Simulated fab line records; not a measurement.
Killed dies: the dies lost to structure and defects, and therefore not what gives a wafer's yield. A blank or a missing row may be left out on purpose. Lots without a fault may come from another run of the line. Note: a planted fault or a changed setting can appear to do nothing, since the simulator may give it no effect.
Chamber matching | flow n5 finfet | N5_BEOL_M0_SAQP_ALD_48 on ald sin-02: 4 sister chambers
The step deposits SiO2, target thk 20 nm, pulse time 1 s, co reactant pulse time 1 s. 4 wafers are shown with their chamber, then 9 later ones without.

WAFERS WITH THEIR CHAMBER
wafer  | chamber | heater power w (W)
L082.6 | 0       | 78
L085.4 | 3       | 70
L085.5 | 1       | 83
L085.6 | 2       | 72

WAFERS WITH NO CHAMBER GIVEN
wafer  | heater power w (W)
L089.1 | 79
L089.3 | 84
L089.4 | 72
L093.1 | 79
L093.4 | 73
L093.6 | 80
L097.2 | 79
L097.4 | 78
L097.5 | 70

WHICH CHAMBER EACH WENT THROUGH
wafer  | from the rows above     | in truth
L089.1 | 0                       | 0
L089.3 | 1                       | 1
L089.4 | 2                       | 2
L093.1 | 0                       | 0
L093.4 | 2                       | 2
L093.6 | can't be placed: 0 or 1 | 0
L097.2 | 0                       | 0
L097.4 | 0                       | 0
L097.5 | 3                       | 3
Correct placement for 8 of the 9. From these rows, 1 cannot be placed; in 1 the true chamber is one of the candidates. Wrongly placed: 0.
How it was worked out, from the rows above alone: a wafer's distance from a chamber is the root of the sum, over the readings, of the square of ((its reading less the chamber's mean) divided by the reading's scatter). If the next closest chamber is less than 2 further off than the closest, the wafer can't be placed; otherwise it belongs to the closest. For every chamber, the mean is computed from those of its wafers that are shown. The scatter: with one shown wafer a chamber, the root of the mean of the squares of how far each hidden wafer lies from its nearest shown one.
